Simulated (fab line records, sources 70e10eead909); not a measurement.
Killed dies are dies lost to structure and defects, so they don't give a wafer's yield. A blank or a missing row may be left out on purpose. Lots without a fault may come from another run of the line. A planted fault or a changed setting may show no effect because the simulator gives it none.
fab line records | flow nand_harc
record lots=11 wafers=33 last_day=34
route steps=1302 shown A_CHANNEL_HOLE_D2@585 END@1302
lots that met no fault: from a run of the same line without faults
start_h: hours from the record's first day to the start of the lot's first wafer shown | wait_h: hours since the lot's step before | " the same as in the row above | L1.1+2: a row that stands for several wafers | - no value, or no start given | * or withheld: withheld | < > ~ a bound
route shown NAME@n: a module of which the file shows steps, and the number in the route of the first | usual: mean/standard deviation of fault-free wafers | same: alike in all rows | chamber/n: place in a boat | sites: the reading at each site | _std_site: their standard deviation | _edge_site: outer sites' mean less inner sites' | radius_mm: how far each site lies from the wafer's centre | mask NAME#n: copy n | behind: the tool/chamber that last shaped the wafer | hold: why the lot was held/for how many hours/how that ended | device: the transistor (n, p or np) that didn't switch | end of line: the same wafers' tests at the end of the route | a step without rows: its recipe alone | killed: dies lost to structure and defects at the first sort, not the wafer's yield | map: a wafer's dies, x killed, . not, _ none there
set.NAME: the setting as run; set.NAME@STEP: as run at that earlier step | model.NAME: the simulator's own value behind a step, which no gauge read
steps of the route over a sample of lots; a table a step, a row a wafer
services: from which hour (start_h, from the record's first day; less than 0 if before it) a tool's chamber was out of use, for how many hours, and why
## steps
# step NHARC_A_CHANNEL_HOLE_D2_DESCUM_15
# recipe time_s=3 o2_flow_sccm=200 ar_flow_sccm=0 bias_power_w=0 chemistry=O2
# usual drypump_motor_current_A=5.5/0.42 oes_product_au=0.999/0.0078 rf_vpp_V=57.6/0.8 showerhead_plenum_p_Torr=1.87/0.063 throttle_valve_pct=11.311/0.0093
# columns lot.wafer tool chamber start_h wait_h drypump_motor_current_A oes_product_au rf_hours_counter_h rf_vpp_V showerhead_plenum_p_Torr throttle_valve_pct
L664.4 rie_diel-09 0 296.73 0.1 5.1 0.988 7.7 58.9 1.87 11.325
L664.2 " 1 " " 5.2 1.002 7.7 56.7 1.98 11.315
L664.6 " 3 " " 5.0 1.003 - 58.1 1.92 11.315
L665.1 rie_diel-09 3 318.09 0.1 5.0 1.001 11.2 57.5 1.92 11.306
L665.4 " 1 " " 5.2 1.005 9.1 57.8 1.98 11.315
L665.3 " 2 " " 5.5 1.005 10.1 56.3 1.78 11.295
L669.4 rie_diel-09 1 362.83 0.1 5.2 1.004 2.0 57.6 1.98 11.304
L669.1 " 3 " " 5.0 0.987 1.7 57.5 1.92 11.318
L669.6 " 1 " " 5.2 0.998 - 57.5 1.98 11.308
L670.4 rie_diel-06 1 369.36 0.1 5.7 1.007 1.1 58.5 1.87 11.310
L670.2 " 3 " " 5.7 0.999 3.4 56.8 1.91 11.309
L670.6 " 1 " " 5.7 1.003 - 57.2 1.87 11.295
L677.2 rie_diel-09 1 429.03 0.1 5.2 0.996 6.2 58.5 1.98 11.301
L677.4 " 2 " " 5.5 0.991 6.4 58.3 1.77 11.309
L677.6 " 1 " " 5.2 1.002 - 58.4 1.98 11.292
L678.1 rie_diel-02 1 445.18 0.1 5.6 0.987 2.4 59.0 1.81 11.313
L678.3 " 2 " " 5.8 1.000 2.0 58.1 1.79 11.312
L678.6 " 0 " " 6.4 0.990 - 57.3 1.89 11.303
L680.1 rie_diel-02 1 459.53 0.1 5.6 1.000 3.2 57.9 1.81 11.311
L680.4 " 3 " " 5.6 1.003 2.7 57.1 1.89 11.324
L680.6 " 2 " " 5.8 1.004 - 58.3 1.79 11.310
L682.4 rie_diel-02 0 486.95 0.1 6.4 0.981 4.8 57.8 1.89 11.311
L682.3 " 1 " " 5.7 0.991 5.8 55.6 1.81 11.315
L682.1 " 2 " " 5.8 0.986 5.4 57.2 1.79 11.324
L683.3 rie_diel-09 1 487.87 0.1 5.2 1.000 9.4 58.3 1.98 11.314
L683.6 " 3 " " 5.0 1.000 - 56.4 1.91 11.307
L683.5 " 0 " " 5.1 1.006 - 56.5 1.86 11.322
L684.1 rie_diel-02 0 517.43 0.1 6.3 0.984 6.5 58.5 1.89 11.322
L684.2 " 1 " " 5.6 1.009 7.4 56.9 1.81 11.312
L684.3 " 2 " " 5.8 1.009 7.2 57.2 1.79 11.306
L686.4 rie_diel-09 2 528.84 0.1 5.5 1.003 0.9 57.9 1.77 11.307
L686.6 " 0 " " 5.1 1.000 - 59.2 1.86 11.307
L686.5 " 1 " " 5.2 1.008 - 58.1 1.98 11.299
# step NHARC_A_CHANNEL_HOLE_D2_ETCH_16
# recipe target_depth_a=31000 over_etch_frac=0.3 time_s=806 ion_energy_ev=150 o2_flow_sccm=400 cos_flow_sccm=20 ar_flow_sccm=0 rf_w=500 bias_w=300 chemistry=O2/COS
# usual drypump_motor_current_A=5.5/0.41 oes_product_au=0.998/0.0078 rf_vpp_V=313.1/1.7 showerhead_plenum_p_Torr=3.06/0.099 throttle_valve_pct=28.331/0.0083
# columns lot.wafer tool chamber start_h wait_h drypump_motor_current_A oes_product_au rf_hours_counter_h rf_vpp_V showerhead_plenum_p_Torr throttle_valve_pct
L664.2 rie_diel-09 3 - - 5.0 1.009 9.7 314.4 3.13 28.326
L664.4 " 1 " " 5.2 1.004 8.0 315.9 3.23 28.332
L664.6 " 2 " " 5.5 1.001 - 309.7 2.91 28.320
L665.3 rie_diel-09 3 - - 5.0 0.998 11.6 314.3 3.13 28.322
L665.1 " 0 " " 5.1 0.984 9.7 314.3 3.05 28.335
L665.4 " 1 " " 5.2 1.000 9.4 315.3 3.23 28.334
L669.4 rie_diel-09 1 - - 5.2 0.999 2.3 315.6 3.23 28.348
L669.1 " 3 " " 5.0 0.994 2.0 313.0 3.13 28.328
L669.6 " 2 " " 5.5 0.997 - 311.6 2.91 28.333
L670.4 rie_diel-06 1 - - 5.8 1.004 1.5 312.7 3.06 28.324
L670.2 " 3 " " 5.7 0.997 3.6 313.2 3.12 28.330
L670.6 " 1 " " 5.8 1.007 - 312.9 3.06 28.330
L677.4 rie_diel-09 1 - - 5.2 0.999 6.5 314.3 3.22 28.345
L677.2 " 2 " " 5.5 0.986 6.6 310.8 2.91 28.331
L677.6 " 2 " " 5.5 0.989 - 310.9 2.91 28.316
L678.3 rie_diel-02 3 - - 5.6 1.000 2.2 312.9 3.08 28.324
L678.1 " 0 " " 6.4 0.993 1.9 314.9 3.09 28.327
L678.6 " 3 " " 5.7 0.996 - 313.4 3.08 28.328
L680.1 rie_diel-02 2 - - 5.8 0.987 3.0 311.3 2.94 28.332
L680.4 " 3 " " 5.7 1.008 2.9 312.7 3.08 28.333
L680.6 " 2 " " 5.8 0.994 - 311.3 2.94 28.328
L682.4 rie_diel-02 3 - - 5.6 0.990 5.5 313.5 3.08 28.325
L682.3 " 0 " " 6.4 0.985 5.0 311.5 3.09 28.334
L682.1 " 1 " " 5.6 0.984 6.0 312.6 2.96 28.337
L683.3 rie_diel-09 3 - - 5.0 1.005 9.4 314.1 3.12 28.325
L683.5 " 3 " " 5.0 1.000 - 314.2 3.12 28.331
L683.6 " 0 " " 5.1 1.006 - 313.1 3.04 28.336
L684.1 rie_diel-02 3 - - 5.7 0.997 7.3 313.0 3.08 28.329
L684.2 " 0 " " 6.4 0.981 6.8 315.0 3.09 28.334
L684.3 " 1 " " 5.7 0.992 7.7 310.8 2.96 28.338
L686.4 rie_diel-09 2 - - 5.5 1.006 1.3 309.5 2.90 28.341
L686.5 " 2 " " 5.5 1.005 - 310.4 2.90 28.317
L686.6 " 3 " " 5.0 0.998 - 314.3 3.12 28.335
# step NHARC_A_CHANNEL_HOLE_D2_ETCH_22
# recipe bias_v=3000 source_w=withheld pressure_mtorr=20 time_s=666.7 ar_flow_sccm=375 c4f8_flow_sccm=89.3 o2_flow_sccm=35.7 temp_c=-20 target_depth_a=16000 chemistry=C4F8/O2/Ar
# usual drypump_motor_current_A=5.59/0.22 showerhead_plenum_p_Torr=3.68/0.17 throttle_valve_pct=32.155/0.0095
# columns lot.wafer tool chamber start_h wait_h drypump_motor_current_A rf_hours_counter_h showerhead_plenum_p_Torr throttle_valve_pct
L664.2 har_etch-02 1 300.29 0.4 5.29 349 3.51 32.164
L664.4 " 1 " " 5.31 - 3.51 32.160
L664.6 " 0 " " 5.57 - 3.42 32.156
L665.1 har_etch-02 1 320.24 0.4 5.28 361 3.51 32.145
L665.4 " 0 " " 5.59 - 3.41 32.156
L665.3 " 1 " " 5.27 - 3.51 32.146
L669.1 har_etch-02 1 364.98 0.4 5.29 384 3.49 32.150
L669.4 " 1 " " 5.29 - 3.49 32.145
L669.6 " 1 " " 5.30 - 3.49 32.146
L670.2 har_etch-02 1 372.91 0.4 5.30 391 3.49 32.159
L670.4 " 0 " " 5.59 - 3.39 32.159
L670.6 " 1 " " 5.30 - 3.49 32.171
L677.2 har_etch-01 1 431.39 0.4 5.90 226 3.61 32.160
L677.4 " 0 " " 5.65 - 3.62 32.169
L677.6 " 0 " " 5.68 - 3.62 32.151
L678.1 har_etch-02 1 447.20 0.4 5.28 42 3.91 32.150
L678.3 " 1 " " 5.27 - 3.91 32.154
L678.6 " 1 " " 5.26 - 3.91 32.168
L680.1 har_etch-02 1 461.67 0.4 5.31 50 3.90 32.156
L680.4 " 0 " " 5.57 - 3.90 32.168
L680.6 " 0 " " 5.57 - 3.90 32.165
L682.1 har_etch-02 1 489.00 0.4 5.30 65 3.90 32.150
L682.3 " 1 " " 5.30 - 3.90 32.144
L682.4 " 0 " " 5.60 - 3.90 32.149
L683.3 har_etch-01 0 490.08 0.4 5.66 - 3.60 32.142
L683.5 " 0 " " 5.66 - 3.60 32.143
L683.6 " 1 " " 5.89 - 3.59 32.158
L684.1 har_etch-02 1 522.49 0.4 5.31 84 3.89 32.163
L684.2 " 0 " " 5.57 84 3.89 32.165
L684.3 " 1 " " 5.29 - 3.89 32.165
L686.4 har_etch-02 0 531.58 0.4 5.60 - 3.88 32.161
L686.6 " 0 " " 5.61 - 3.88 32.159
L686.5 " 1 " " 5.31 - 3.88 32.153
# step NHARC_A_CHANNEL_HOLE_D2_ETCH_23
# recipe bias_v=5000 source_w=withheld pressure_mtorr=20 time_s=819 ar_flow_sccm=375 c4f8_flow_sccm=89.3 o2_flow_sccm=35.7 temp_c=-20 target_depth_a=16000 chemistry=C4F8/O2/Ar
# usual drypump_motor_current_A=5.59/0.22 showerhead_plenum_p_Torr=3.68/0.17 throttle_valve_pct=32.156/0.0096
# columns lot.wafer tool chamber start_h wait_h drypump_motor_current_A rf_hours_counter_h showerhead_plenum_p_Torr throttle_valve_pct
L664.2 har_etch-02 1 300.87 0.5 5.26 350 3.51 32.136
L664.4 " 1 " " 5.27 - 3.51 32.157
L664.6 " 0 " " 5.59 - 3.42 32.157
L665.1 har_etch-02 1 320.82 0.5 5.28 362 3.51 32.164
L665.4 " 0 " " 5.59 - 3.41 32.162
L665.3 " 1 " " 5.29 - 3.51 32.168
L669.1 har_etch-02 1 365.57 0.5 5.30 384 3.49 32.141
L669.4 " 1 " " 5.29 - 3.49 32.160
L669.6 " 1 " " 5.29 - 3.49 32.154
L670.2 har_etch-02 1 373.50 0.5 5.27 392 3.49 32.145
L670.4 " 0 " " 5.59 - 3.39 32.166
L670.6 " 1 " " 5.28 - 3.49 32.161
L677.2 har_etch-01 1 431.96 0.5 5.91 227 3.61 32.147
L677.4 " 0 " " 5.66 - 3.62 32.160
L677.6 " 0 " " 5.66 - 3.62 32.144
L678.1 har_etch-02 1 447.77 0.5 5.30 43 3.91 32.164
L678.3 " 1 " " 5.29 - 3.91 32.142
L678.6 " 1 " " 5.30 - 3.91 32.146
L680.1 har_etch-02 1 462.27 0.5 5.30 51 3.90 32.169
L680.4 " 0 " " 5.59 - 3.90 32.159
L680.6 " 0 " " 5.58 - 3.90 32.154
L682.1 har_etch-02 1 489.57 0.5 5.29 65 3.90 32.173
L682.3 " 1 " " 5.28 - 3.90 32.157
L682.4 " 0 " " 5.56 - 3.90 32.171
L683.3 har_etch-01 0 490.69 0.5 5.64 - 3.60 32.160
L683.5 " 0 " " 5.64 - 3.60 32.141
L683.6 " 1 " " 5.87 - 3.59 32.142
L684.1 har_etch-02 1 523.06 0.5 5.27 84 3.89 32.168
L684.2 " 0 " " 5.58 84 3.88 32.154
L684.3 " 1 " " 5.27 - 3.89 32.145
L686.4 har_etch-02 0 532.19 0.5 5.60 - 3.88 32.145
L686.6 " 0 " " 5.61 - 3.88 32.147
L686.5 " 1 " " 5.30 - 3.88 32.167
# step NHARC_A_CHANNEL_HOLE_D2_INSPECT_40
# usual raw_defect_count=299/80
# columns lot.wafer tool chamber start_h wait_h raw_defect_count
L664.2 defect_inspect-02 - 305.04 - 210
L664.4 " - " " 277
L664.6 " - " " 199
L665.1 defect_inspect-01 - 325.71 - 405
L665.3 " - " " 276
L665.4 " - " " 265
L669.1 defect_inspect-02 - 369.72 - 1686
L669.4 " - " " 1515
L669.6 " - " " 1488
L670.2 defect_inspect-02 - 377.82 - 1570
L670.4 " - " " 1683
L670.6 " - " " 1559
L677.2 defect_inspect-02 - 436.22 - 394
L677.4 " - " " 325
L677.6 " - " " 355
L678.1 defect_inspect-01 - 452.04 - 145
L678.3 " - " " 137
L678.6 " - " " 210
L680.1 defect_inspect-01 - 466.57 - 368
L680.4 " - " " 250
L680.6 " - " " 289
L682.1 defect_inspect-01 - 493.85 - 341
L682.3 " - " " 294
L682.4 " - " " 410
L683.3 defect_inspect-02 - 494.74 - 284
L683.5 " - " " 250
L683.6 " - " " 350
L684.1 defect_inspect-02 - 527.32 - 153
L684.2 " - " " 276
L684.3 " - " " 299
L686.4 defect_inspect-02 - 536.23 - 343
L686.5 " - " " 263
L686.6 " - " " 483
# step NHARC_END_SORT_01
# recipe temp_c=25
# usual killed_at_array=51/16 killed_at_other=0.6/0.88 killed_at_periphery=4.0/2.6 killed_dies=55/16 killed_open=3.5/1.9 killed_short=2.3/1.6
# same gross_dies=677
# columns lot.wafer tool chamber start_h wait_h killed_at_array killed_at_other killed_at_periphery killed_dies killed_open killed_short
L664.2 prober-01 0 578.40 2.8 54 0 2 56 3 1
L664.4 prober-01 0 580.01 3.4 51 2 4 57 3 2
L664.6 prober-01 0 581.61 4.0 75 1 3 79 4 3
L665.1 prober-01 0 587.13 2.5 52 0 3 55 5 1
L665.3 prober-01 0 588.73 3.1 68 1 2 71 4 1
L665.4 prober-01 0 589.53 3.4 68 1 1 70 1 2
L669.1 prober-01 0 626.73 2.5 77 0 2 79 9 1
L669.4 prober-01 0 629.08 3.4 70 1 1 72 2 0
L669.6 prober-01 0 630.64 3.9 65 1 2 68 2 3
L670.2 prober-02 0 635.81 2.8 94 0 2 96 2 0
L670.4 prober-02 0 637.43 3.4 144 0 1 145 3 2
L670.6 prober-02 0 639.05 4.1 95 0 5 100 4 5
L677.2 prober-01 0 707.32 2.8 50 0 4 54 3 2
L677.4 prober-01 0 708.91 3.4 60 0 3 63 3 0
L677.6 prober-01 0 710.50 4.0 51 0 1 52 2 5
L678.1 prober-01 0 715.03 2.5 24 2 10 36 10 2
L678.3 prober-01 0 716.63 3.1 16 0 9 25 0 2
L678.6 prober-01 0 719.02 4.0 32 0 2 34 4 5
L680.1 prober-02 0 723.24 2.5 28 0 0 28 1 1
L680.4 prober-02 0 725.65 3.4 23 0 0 23 5 2
L680.6 prober-02 0 727.25 4.0 23 4 0 27 1 1
L682.1 prober-01 0 753.35 2.5 51 1 2 54 5 8
L682.3 prober-01 0 754.96 3.1 39 1 3 43 5 1
L682.4 prober-01 0 755.77 3.4 36 1 6 43 2 3
L683.3 prober-02 0 766.57 3.1 58 0 6 64 4 4
L683.5 prober-02 0 768.17 3.7 58 0 3 61 3 2
L683.6 prober-02 0 768.97 4.0 56 0 6 62 1 0
L684.1 prober-02 0 794.18 2.5 26 1 9 36 2 1
L684.2 prober-02 0 794.98 2.8 24 3 8 35 2 4
L684.3 prober-02 0 795.78 3.1 24 1 5 30 5 3
L686.4 prober-01 0 816.81 3.4 54 0 5 59 5 2
L686.5 prober-01 0 817.61 3.7 44 1 3 48 2 3
L686.6 prober-01 0 818.42 4.0 43 0 2 45 3 1
# killed by level:class
L664.2 A_CHANNEL_HOLE_D2:chamber_film_flake=19 A_SLIT:chamber_film_flake=18 A_CHANNEL_HOLE_D1:chamber_film_flake=3 A_DECK1_JOINT:chamber_film_flake=3 A_CONTACT:chamber_film_flake=2 A_BLC:chamber_film_flake=2 A_DECK1_JOINT:geometric_particle:open=1 A_CHANNEL_FILL_D2:geometric_particle:open=1
L664.4 A_CHANNEL_HOLE_D2:chamber_film_flake=18 A_SLIT:chamber_film_flake=13 A_CHANNEL_HOLE_D1:chamber_film_flake=7 P_ZERO_WELL:chamber_film_flake=3 A_BLC:chamber_film_flake=3 A_STAIRCASE:chamber_film_flake=2 A_WL_FILL:chamber_film_flake=2 A_CONTACT:chamber_film_flake=2
L664.6 A_CHANNEL_HOLE_D2:chamber_film_flake=28 A_SLIT:chamber_film_flake=23 A_CHANNEL_HOLE_D1:chamber_film_flake=9 A_CONTACT:chamber_film_flake=4 A_DECK1_JOINT:chamber_film_flake=3 P_STI:geometric_particle:short=1 A_CHANNEL_FILL_D2:geometric_particle:open=1 P_CONTACT:geometric_particle:open=1
L665.1 A_CHANNEL_HOLE_D1:chamber_film_flake=18 A_CHANNEL_HOLE_D2:chamber_film_flake=17 A_CONTACT:chamber_film_flake=4 P_GATE:chamber_film_flake=3 A_STAIRCASE:chamber_film_flake=2 A_BLC:chamber_film_flake=2 A_ONON_D1:geometric_particle:open=1 A_ONON_D2:geometric_particle:open=1
L665.3 A_CHANNEL_HOLE_D1:chamber_film_flake=31 A_CHANNEL_HOLE_D2:chamber_film_flake=18 A_BLC:chamber_film_flake=7 A_CHANNEL_FILL_D1:chamber_film_flake=2 A_WL_FILL:chamber_film_flake=2 A_CONTACT:chamber_film_flake=2 P_CONTACT:geometric_particle:open=1 A_WL_FILL:geometric_particle:open=1
L665.4 A_CHANNEL_HOLE_D2:chamber_film_flake=35 A_CHANNEL_HOLE_D1:chamber_film_flake=17 A_BLC:chamber_film_flake=6 A_CONTACT:chamber_film_flake=4 A_STAIRCASE:chamber_film_flake=2 A_WL_FILL:geometric_particle:short=1 A_M0:geometric_particle:open=1 P_BONDPAD:chamber_film_flake=1
L669.1 A_CHANNEL_HOLE_D2:unspecified=56 A_ONON_D1:geometric_particle:open=3 A_CONTACT:chamber_film_flake=3 A_CHANNEL_FILL_D1:geometric_particle:open=2 A_CHANNEL_HOLE_D1:chamber_film_flake=2 A_CHANNEL_HOLE_D2:chamber_film_flake=2 A_CHANNEL_FILL_D2:chamber_film_flake=2 A_WL_FILL:chamber_film_flake=2
L669.4 A_CHANNEL_HOLE_D2:unspecified=60 A_CONTACT:chamber_film_flake=5 A_ONON_D1:geometric_particle:open=1 A_CHANNEL_FILL_D2:geometric_particle:open=1 P_STI:chamber_film_flake=1 A_CHANNEL_HOLE_D1:chamber_film_flake=1 A_CHANNEL_HOLE_D2:chamber_film_flake=1 A_WL_FILL:chamber_film_flake=1
L669.6 A_CHANNEL_HOLE_D2:unspecified=54 A_CONTACT:chamber_film_flake=2 P_CONTACT:geometric_particle:open=1 A_CHANNEL_FILL_D1:geometric_particle:short=1 A_ONON_D2:geometric_particle:short=1 A_ONON_D2:geometric_particle:open=1 P_GATE:chamber_film_flake=1 STARTING-WAFER:geometric_particle:short=1
L670.2 A_CHANNEL_HOLE_D2:unspecified=44 A_CHANNEL_HOLE_D1:chamber_film_flake=26 A_SLIT:chamber_film_flake=10 A_CONTACT:chamber_film_flake=6 A_CHANNEL_FILL_D1:chamber_film_flake=3 A_STAIRCASE:chamber_film_flake=2 A_CHANNEL_HOLE_D2:geometric_particle:open=1 A_M1:geometric_particle:open=1
L670.4 A_CHANNEL_HOLE_D2:unspecified=96 A_CHANNEL_HOLE_D1:chamber_film_flake=13 A_SLIT:chamber_film_flake=12 A_CHANNEL_HOLE_D2:chamber_film_flake=6 A_CONTACT:chamber_film_flake=6 A_STAIRCASE:chamber_film_flake=4 A_CHANNEL_FILL_D1:chamber_film_flake=2 P_CONTACT:geometric_particle:open=1
L670.6 A_CHANNEL_HOLE_D2:unspecified=52 A_CHANNEL_HOLE_D1:chamber_film_flake=16 A_STAIRCASE:chamber_film_flake=7 A_CONTACT:chamber_film_flake=6 A_SLIT:chamber_film_flake=5 A_CHANNEL_FILL_D1:chamber_film_flake=3 P_CONTACT:geometric_particle:open=1 P_M0:geometric_particle:open=1
L677.2 A_SLIT:chamber_film_flake=26 A_CHANNEL_HOLE_D2:chamber_film_flake=9 A_WL_FILL:chamber_film_flake=5 A_CHANNEL_HOLE_D1:chamber_film_flake=3 A_CONTACT:chamber_film_flake=2 P_ZERO_WELL:geometric_particle:open=1 P_CONTACT:geometric_particle:open=1 A_ONON_D2:geometric_particle:short=1
L677.4 A_SLIT:chamber_film_flake=29 A_CHANNEL_HOLE_D1:chamber_film_flake=9 A_CONTACT:chamber_film_flake=7 A_CHANNEL_HOLE_D2:chamber_film_flake=6 A_WL_FILL:chamber_film_flake=4 P_CONTACT:geometric_particle:open=1 A_CHANNEL_FILL_D1:geometric_particle:open=1 A_CONTACT:geometric_particle:open=1
L677.6 A_SLIT:chamber_film_flake=27 A_CHANNEL_HOLE_D2:chamber_film_flake=12 A_DECK1_JOINT:geometric_particle:short=2 A_CHANNEL_HOLE_D1:chamber_film_flake=2 A_STAIRCASE:chamber_film_flake=2 A_SOURCE_PLATE:geometric_particle:short=1 A_ONON_D1:geometric_particle:short=1 A_CHANNEL_FILL_D2:geometric_particle:open=1
L678.1 A_CHANNEL_HOLE_D1:chamber_film_flake=7 A_SLIT:chamber_film_flake=6 P_STI:chamber_film_flake=5 P_M1:geometric_particle:open=2 A_SOURCE_PLATE:geometric_particle:open=2 A_CONTACT:chamber_film_flake=2 THIN_TSV:chamber_film_flake=2 P_GATE:geometric_particle:open=1
L678.3 A_CHANNEL_HOLE_D1:chamber_film_flake=7 P_GATE:chamber_film_flake=5 A_CONTACT:chamber_film_flake=4 P_STI:chamber_film_flake=2 A_SLIT:chamber_film_flake=2 P_GATE:geometric_particle:short=1 A_CHANNEL_FILL_D2:geometric_particle:short=1 P_ZERO_WELL:chamber_film_flake=1
L678.6 A_CHANNEL_HOLE_D1:chamber_film_flake=13 A_CONTACT:chamber_film_flake=4 A_STAIRCASE:chamber_film_flake=3 A_M0:geometric_particle:open=2 A_ZERO_WELL:chamber_film_flake=2 P_M1:geometric_particle:short=1 A_ONON_D1:geometric_particle:short=1 A_ONON_D1:geometric_particle:open=1
L680.1 A_CHANNEL_HOLE_D1:chamber_film_flake=13 A_CONTACT:chamber_film_flake=6 A_STAIRCASE:chamber_film_flake=4 A_SLIT:chamber_film_flake=2 A_CHANNEL_HOLE_D1:geometric_particle:open=1 A_WL_FILL:geometric_particle:short=1 A_DECK1_JOINT:chamber_film_flake=1
L680.4 A_CHANNEL_HOLE_D1:chamber_film_flake=7 A_CONTACT:chamber_film_flake=3 A_SLIT:chamber_film_flake=2 A_CHANNEL_FILL_D1:chamber_film_flake=2 A_DECK1_JOINT:chamber_film_flake=2 A_ONON_D1:geometric_particle:open=1 A_CHANNEL_FILL_D1:geometric_particle:open=1 A_CHANNEL_FILL_D2:geometric_particle:open=1
L680.6 A_CHANNEL_HOLE_D1:chamber_film_flake=11 A_SLIT:chamber_film_flake=4 A_CONTACT:chamber_film_flake=4 THIN_TSV:chamber_film_flake=4 A_STAIRCASE:chamber_film_flake=2 A_DECK1_JOINT:geometric_particle:short=1 A_CHANNEL_HOLE_D2:geometric_particle:open=1
L682.1 A_CHANNEL_HOLE_D1:chamber_film_flake=18 A_SLIT:chamber_film_flake=8 A_STAIRCASE:chamber_film_flake=4 A_CONTACT:chamber_film_flake=4 A_DECK1_JOINT:chamber_film_flake=3 A_CHANNEL_FILL_D2:geometric_particle:short=2 A_WL_FILL:geometric_particle:short=2 P_CONTACT:chamber_film_flake=2
L682.3 A_CHANNEL_HOLE_D1:chamber_film_flake=11 A_CONTACT:chamber_film_flake=8 A_SLIT:chamber_film_flake=6 A_STAIRCASE:chamber_film_flake=3 P_CONTACT:chamber_film_flake=2 A_WL_FILL:chamber_film_flake=2 A_ONON_D1:geometric_particle:open=1 A_DECK1_JOINT:geometric_particle:open=1
L682.4 A_CHANNEL_HOLE_D1:chamber_film_flake=10 A_CONTACT:chamber_film_flake=10 A_SLIT:chamber_film_flake=4 P_GATE:chamber_film_flake=3 A_STAIRCASE:chamber_film_flake=3 P_CONTACT:chamber_film_flake=2 A_CHANNEL_FILL_D1:geometric_particle:short=1 A_CHANNEL_FILL_D2:geometric_particle:open=1
L683.3 A_CHANNEL_HOLE_D2:chamber_film_flake=16 A_CHANNEL_HOLE_D1:chamber_film_flake=13 A_BLC:chamber_film_flake=7 A_STAIRCASE:chamber_film_flake=6 A_SLIT:chamber_film_flake=5 A_CONTACT:chamber_film_flake=5 A_WL_FILL:chamber_film_flake=2 P_CONTACT:geometric_particle:open=1
L683.5 A_CHANNEL_HOLE_D2:chamber_film_flake=25 A_CONTACT:chamber_film_flake=8 A_SLIT:chamber_film_flake=7 A_CHANNEL_HOLE_D1:chamber_film_flake=6 A_STAIRCASE:chamber_film_flake=4 A_BLC:chamber_film_flake=3 P_M0:geometric_particle:open=1 A_CHANNEL_FILL_D1:geometric_particle:open=1
L683.6 A_CHANNEL_HOLE_D2:chamber_film_flake=20 A_CHANNEL_HOLE_D1:chamber_film_flake=12 A_CONTACT:chamber_film_flake=10 A_BLC:chamber_film_flake=5 P_BONDPAD:chamber_film_flake=4 A_STAIRCASE:chamber_film_flake=3 A_SLIT:chamber_film_flake=3 A_ONON_D2:geometric_particle:open=1
L684.1 A_SLIT:chamber_film_flake=8 P_CONTACT:chamber_film_flake=5 A_WL_FILL:chamber_film_flake=4 P_ZERO_WELL:chamber_film_flake=3 A_DECK1_JOINT:chamber_film_flake=3 A_STAIRCASE:chamber_film_flake=3 A_CHANNEL_HOLE_D2:chamber_film_flake=2 A_CONTACT:chamber_film_flake=2
L684.2 A_SLIT:chamber_film_flake=10 P_CONTACT:chamber_film_flake=6 A_STAIRCASE:chamber_film_flake=3 THIN_TSV:chamber_film_flake=3 A_WL_FILL:chamber_film_flake=2 A_CONTACT:chamber_film_flake=2 A_ONON_D1:geometric_particle:short=1 A_ONON_D2:geometric_particle:short=1
L684.3 A_SLIT:chamber_film_flake=11 A_CHANNEL_HOLE_D2:chamber_film_flake=3 A_ONON_D2:geometric_particle:short=2 P_ZERO_WELL:chamber_film_flake=2 P_GATE:geometric_particle:open=1 A_ONON_D1:geometric_particle:open=1 A_CHANNEL_HOLE_D1:geometric_particle:open=1 A_CHANNEL_FILL_D1:geometric_particle:short=1
L686.4 A_CHANNEL_HOLE_D1:chamber_film_flake=18 A_SLIT:chamber_film_flake=13 A_CONTACT:chamber_film_flake=8 A_STAIRCASE:chamber_film_flake=7 A_CHANNEL_FILL_D2:chamber_film_flake=2 P_STI:geometric_particle:short=1 P_M0:geometric_particle:open=1 P_M1:geometric_particle:open=1
L686.5 A_CHANNEL_HOLE_D1:chamber_film_flake=15 A_SLIT:chamber_film_flake=13 A_CONTACT:chamber_film_flake=5 A_STAIRCASE:chamber_film_flake=4 P_M1:chamber_film_flake=2 P_M0:geometric_particle:open=1 A_ONON_D1:geometric_particle:short=1 A_CHANNEL_FILL_D1:geometric_particle:short=1
L686.6 A_CHANNEL_HOLE_D1:chamber_film_flake=19 A_CONTACT:chamber_film_flake=9 A_SLIT:chamber_film_flake=3 A_CHANNEL_HOLE_D2:chamber_film_flake=2 A_STAIRCASE:chamber_film_flake=2 A_WL_FILL:chamber_film_flake=2 A_ONON_D1:geometric_particle:short=1 A_CHANNEL_FILL_D2:geometric_particle:open=1
## services
# columns tool chamber start_h hours kind
rie_diel-06 - 280.95 0.7 repair
rie_diel-06 3 291.55 16.6 repair
rie_diel-06 1 301.19 52.1 repair
rie_diel-06 - 307.20 9.0 pm
rie_diel-02 - 317.65 0.4 repair
rie_diel-09 - 320.39 9.0 pm
rie_diel-06 3 326.31 1.7 repair
rie_diel-02 1 366.34 5.1 repair
rie_diel-02 - 366.76 2.8 repair
rie_diel-06 3 376.22 10.1 repair
har_etch-02 - 377.00 17.0 pm
har_etch-02 0 377.00 17.0 vent_cycle
har_etch-02 1 377.00 17.0 vent_cycle
rie_diel-09 1 377.19 9.8 repair
rie_diel-02 - 393.70 9.0 pm
har_etch-02 0 394.00 - clean
har_etch-02 0 394.00 - consumable_replace:focus_ring
har_etch-02 0 394.00 - consumable_replace:showerhead
har_etch-02 1 394.00 - clean
har_etch-02 1 394.00 - consumable_replace:showerhead
rie_diel-02 0 411.22 5.0 repair
rie_diel-06 1 459.50 10.0 repair
rie_diel-06 - 484.20 9.0 pm
rie_diel-09 - 497.39 9.0 pm
## key
first_sign step=NHARC_A_CHANNEL_HOLE_D2_INSPECT_40 reading=raw_defect_count direction=up sigmas=16 usual=299 struck=1584
effect step=NHARC_END_SORT_01 reading=killed_at_array direction=up sigmas=2.5 usual=51 struck=91 wafers_moved=4
more_kills_born_at NHARC_A_CHANNEL_HOLE_D2_ETCH_22@har_etch-02=242
met_at NHARC_A_CHANNEL_HOLE_D2_ETCH_22
struck_lots L669,L670
tester_left_out L669,L670
not_acting_at NHARC_A_CHANNEL_HOLE_D2_DESCUM_15,NHARC_A_CHANNEL_HOLE_D2_ETCH_16,NHARC_A_CHANNEL_HOLE_D2_ETCH_23
onset_between 320.24 364.98
fault kind=chamber_particle_source tool=har_etch-02 chamber=- onset_h=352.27 steps=NHARC_A_CHANNEL_HOLE_D2_ETCH_22 rate_per_visit_cm2=1.982 end_h=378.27
# tester_left_out: of these lots the tester's yield and bins aren't shown, on N5 and GAA mostly nor the transistor test; their killed dies are dies lost to structure and defects alone, not to doping, threshold or leakage, so they don't give the yield
